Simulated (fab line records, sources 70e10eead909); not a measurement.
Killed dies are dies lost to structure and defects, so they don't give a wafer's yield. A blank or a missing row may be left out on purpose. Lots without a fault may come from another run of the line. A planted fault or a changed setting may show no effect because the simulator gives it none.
Which tool did it? | flow nand_harc | 14 lots, 42 wafers sampled, at 5 steps of a route of 1159

WHAT THE GAUGES READ, wafer by wafer
NHARC_A_ZERO_WELL_CD_MEAS_10: target cd 2000 nm. Usual: cd_nm 1999.2 nm, standard deviation 1.8.
lot  | measured     | on        | cd_nm (nm)           | flag
L830 | day 6 16:21  | cd_sem-02 | 2000.8 1999.7 1995.4 |
L831 | day 7 04:07  | cd_sem-03 | 1997.3 1999.6 1998.5 |
L834 | day 7 07:48  | cd_sem-02 | 2000.5 1998.9 1999.6 |
L833 | day 7 12:51  | cd_sem-03 | 2001.3 1999.8 2001.0 |
L836 | day 7 23:23  | cd_sem-03 | 1997.5 2000.5 1999.8 |
L837 | day 8 10:52  | cd_sem-03 | 1999.9 2000.2 2002.0 |
L839 | day 8 15:22  | cd_sem-01 | 1999.8 1999.9 2001.6 |
L838 | day 8 15:55  | cd_sem-01 | 1998.1 1996.0 1999.1 |
L844 | day 10 15:04 | cd_sem-03 | 2001.3 1995.5 1998.4 |
L848 | day 11 03:26 | cd_sem-01 | 1998.7 1999.8 2000.0 |
L850 | day 11 11:13 | cd_sem-03 | 2001.0 2000.9 1998.9 |
L849 | day 11 11:46 | cd_sem-03 | 1999.7 1995.2 2001.6 |
L852 | day 12 00:44 | cd_sem-01 | 2000.0 1996.6 1997.8 |
L853 | day 12 01:18 | cd_sem-01 | 1997.1 1995.6 1999.3 |

NHARC_A_ONON_D1_THK_MEAS_14: measures by ellipsometry. Usual: thk_nm 1000 nm, standard deviation 9.
lot  | measured     | on            | thk_nm (nm)                 | flag
L830 | day 7 22:14  | film_metro-01 | 999 999 1001                |
L831 | day 8 04:53  | film_metro-02 | 1017 1019 1019              |
L834 | day 8 08:27  | film_metro-01 | 991 991 988                 |
L833 | day 8 14:30  | film_metro-02 | 992 991 990                 |
L836 | day 9 02:11  | film_metro-01 | 1013 1014 495 1014 1014 494 | OFF
L837 | day 9 12:41  | film_metro-02 | 484 484 484 482 480 483     | OFF
L839 | day 9 18:48  | film_metro-01 | 1001 1001 1001              |
L838 | day 9 18:47  | film_metro-01 | 996 997 996                 |
L844 | day 11 17:24 | film_metro-02 | 1005 1003 1003              |
L848 | day 12 02:08 | film_metro-01 | 988 989 988                 |
L850 | day 12 13:41 | film_metro-02 | 994 994 992                 |
L849 | day 12 13:38 | film_metro-02 | 985 986 987                 |
L852 | day 13 01:23 | film_metro-02 | 1010 1011 1009              |
L853 | day 13 01:42 | film_metro-02 | 1011 1012 1013              |

WHICH TOOL RAN EACH LOT (tool, then ch and the chambers of the sampled wafers, then the start)
lot  | NHARC_P_BONDPAD_ANNEAL_28        | NHARC_P_BONDPAD_ACTIVATE_29        | NHARC_A_ONON_D1_DEP_12
L830 | rtp_anneal-01 ch 0, day 6 14:05  | rie_diel-02 ch 0,2, day 6 15:07    | pecvd_onon-01 ch 0, day 7 21:43
L831 | rtp_anneal-01 ch 0, day 7 01:55  | rie_diel-02 ch 0,2,3, day 7 02:52  | pecvd_onon-03 ch 0, day 8 04:22
L834 | rtp_anneal-01 ch 0, day 7 05:37  | rie_diel-01 ch 0,2,3, day 7 06:34  | pecvd_onon-03 ch 0, day 8 07:57
L833 | rtp_anneal-02 ch 0, day 7 10:42  | rie_diel-01 ch 0,1,2, day 7 11:36  | pecvd_onon-01 ch 0, day 8 14:03
L836 | rtp_anneal-02 ch 0, day 7 21:17  | rie_diel-02 ch 0,1,3, day 7 22:07  | pecvd_onon-03 ch 0, day 9 01:48
L837 | rtp_anneal-02 ch 0, day 8 08:48  | rie_diel-02 ch 2,3, day 8 09:45    | pecvd_onon-03 ch 0, day 9 12:11
L839 | rtp_anneal-01 ch 0, day 8 13:10  | rie_diel-02 ch 0,2,3, day 8 14:08  | pecvd_onon-02 ch 0, day 9 18:17
L838 | rtp_anneal-01 ch 0, day 8 13:43  | rie_diel-02 ch 0,2, day 8 14:41    | pecvd_onon-01 ch 0, day 9 18:17
L844 | rtp_anneal-02 ch 0, day 10 12:50 | rie_diel-02 ch 2,3, day 10 13:47   | pecvd_onon-01 ch 0, day 11 16:53
L848 | rtp_anneal-01 ch 0, day 11 01:16 | rie_diel-13 ch 1,2,3, day 11 02:10 | pecvd_onon-02 ch 0, day 12 01:48
L850 | rtp_anneal-01 ch 0, day 11 08:52 | rie_diel-02 ch 0,3, day 11 09:50   | pecvd_onon-03 ch 0, day 12 13:09
L849 | rtp_anneal-02 ch 0, day 11 09:30 | rie_diel-02 ch 2,3, day 11 10:32   | pecvd_onon-01 ch 0, day 12 13:14
L852 | rtp_anneal-02 ch 0, day 11 22:35 | rie_diel-02 ch 0,2,3, day 11 23:29 | pecvd_onon-01 ch 0, day 13 00:55
L853 | rtp_anneal-01 ch 0, day 11 23:17 | rie_diel-02 ch 0,2, day 12 00:11   | pecvd_onon-02 ch 0, day 13 01:15
- NHARC_P_BONDPAD_ANNEAL_28: time 90 s.
- NHARC_P_BONDPAD_ACTIVATE_29: chemistry N2, time 60 s.
- NHARC_A_ONON_D1_DEP_12: target thk 1000 nm.

WHAT THE TOOLS THEMSELVES READ (means of the sampled wafers that have a number; where no wafer has one, the mark that the record gives instead)
NHARC_P_BONDPAD_ANNEAL_28. Usual: wafer_temp_C_max 226.44, standard deviation 0.28.
lot  | tool          | wafer_temp_C_max | flag
L830 | rtp_anneal-01 | 226.65           |
L831 | rtp_anneal-01 | 226.55           |
L834 | rtp_anneal-01 | 226.61           |
L833 | rtp_anneal-02 | 225.88           |
L836 | rtp_anneal-02 | 226.38           |
L837 | rtp_anneal-02 | 226.35           |
L839 | rtp_anneal-01 | 226.38           |
L838 | rtp_anneal-01 | 226.64           |
L844 | rtp_anneal-02 | 226.45           |
L848 | rtp_anneal-01 | 226.61           |
L850 | rtp_anneal-01 | 226.73           |
L849 | rtp_anneal-02 | 226.13           |
L852 | rtp_anneal-02 | 226.31           |
L853 | rtp_anneal-01 | 226.41           |

NHARC_P_BONDPAD_ACTIVATE_29. Usual: drypump_motor_current_A 5.9 A, standard deviation 0.34; oes_product_au 0.995 a.u., standard deviation 0.0092; rf_vpp_V 63.9 V, standard deviation 0.85; showerhead_plenum_p_Torr 1.74 Torr, standard deviation 0.078.
lot  | tool        | drypump_motor_current_A (A) | oes_product_au (a.u.) | rf_vpp_V (V) | showerhead_plenum_p_Torr (Torr) | flag
L830 | rie_diel-02 | 5.8                         | 0.996                 | 64.1         | 1.70                            |
L831 | rie_diel-02 | 5.9                         | 0.993                 | 64.4         | 1.76                            |
L834 | rie_diel-01 | 5.8                         | 1.002                 | 64.1         | 1.73                            |
L833 | rie_diel-01 | 6.1                         | 0.993                 | 63.2         | 1.75                            |
L836 | rie_diel-02 | 5.8                         | 0.991                 | 63.9         | 1.76                            |
L837 | rie_diel-02 | 6.1                         | 1.000                 | 63.7         | 1.75                            |
L839 | rie_diel-02 | 5.9                         | 0.995                 | 64.3         | 1.76                            |
L838 | rie_diel-02 | 6.0                         | 1.008                 | 64.1         | 1.70                            |
L844 | rie_diel-02 | 6.1                         | 0.987                 | 64.2         | 1.75                            |
L848 | rie_diel-13 | 6.2                         | 0.992                 | 64.2         | 1.76                            |
L850 | rie_diel-02 | 5.6                         | 0.998                 | 64.1         | 1.76                            |
L849 | rie_diel-02 | 5.9                         | 0.991                 | 63.6         | 1.81                            |
L852 | rie_diel-02 | 5.8                         | 0.986                 | 64.3         | 1.76                            |
L853 | rie_diel-02 | 5.8                         | 0.996                 | 63.3         | 1.70                            |

NHARC_A_ONON_D1_DEP_12. Usual: n2o_flow_sccm 2001 sccm, standard deviation 5.6.
lot  | tool          | n2o_flow_sccm (sccm) | flag
L830 | pecvd_onon-01 | 2004                 |
L831 | pecvd_onon-03 | 2002                 |
L834 | pecvd_onon-03 | 1993                 |
L833 | pecvd_onon-01 | 2005                 |
L836 | pecvd_onon-03 | 2002                 |
L837 | pecvd_onon-03 | 1997                 |
L839 | pecvd_onon-02 | 2001                 |
L838 | pecvd_onon-01 | 2008                 |
L844 | pecvd_onon-01 | 2004                 |
L848 | pecvd_onon-02 | 1997                 |
L850 | pecvd_onon-03 | 2000                 |
L849 | pecvd_onon-01 | 2004                 |
L852 | pecvd_onon-01 | 1994                 |
L853 | pecvd_onon-02 | 2003                 |

THE ANSWER, worked out from the rows above alone
Rule: a lot is off if the mean of its wafers that have a number lies more than 3 standard deviations from the usual mean. A lot without any number at a reading at which 4 lots or more have one is off too. The other lots that the step has rows for count as sound. The gauges are gone through in route order, then the tools' own readings, and for those a lot's mean is taken as printed above. The first step at which some lot is off is used, and at that step the reading that is off furthest; a lot without a number counts as furthest.
Off: L836, L837, at NHARC_A_ONON_D1_THK_MEAS_14 (thk_nm).
A tool fits if, at a process step before that reading, it ran every lot that is off, and no sound lot after the first of them. The gauges at NHARC_A_ONON_D1_THK_MEAS_14 are tried like those tools. None of those tried fits.

WHAT THE SIMULATOR HAD PUT IN
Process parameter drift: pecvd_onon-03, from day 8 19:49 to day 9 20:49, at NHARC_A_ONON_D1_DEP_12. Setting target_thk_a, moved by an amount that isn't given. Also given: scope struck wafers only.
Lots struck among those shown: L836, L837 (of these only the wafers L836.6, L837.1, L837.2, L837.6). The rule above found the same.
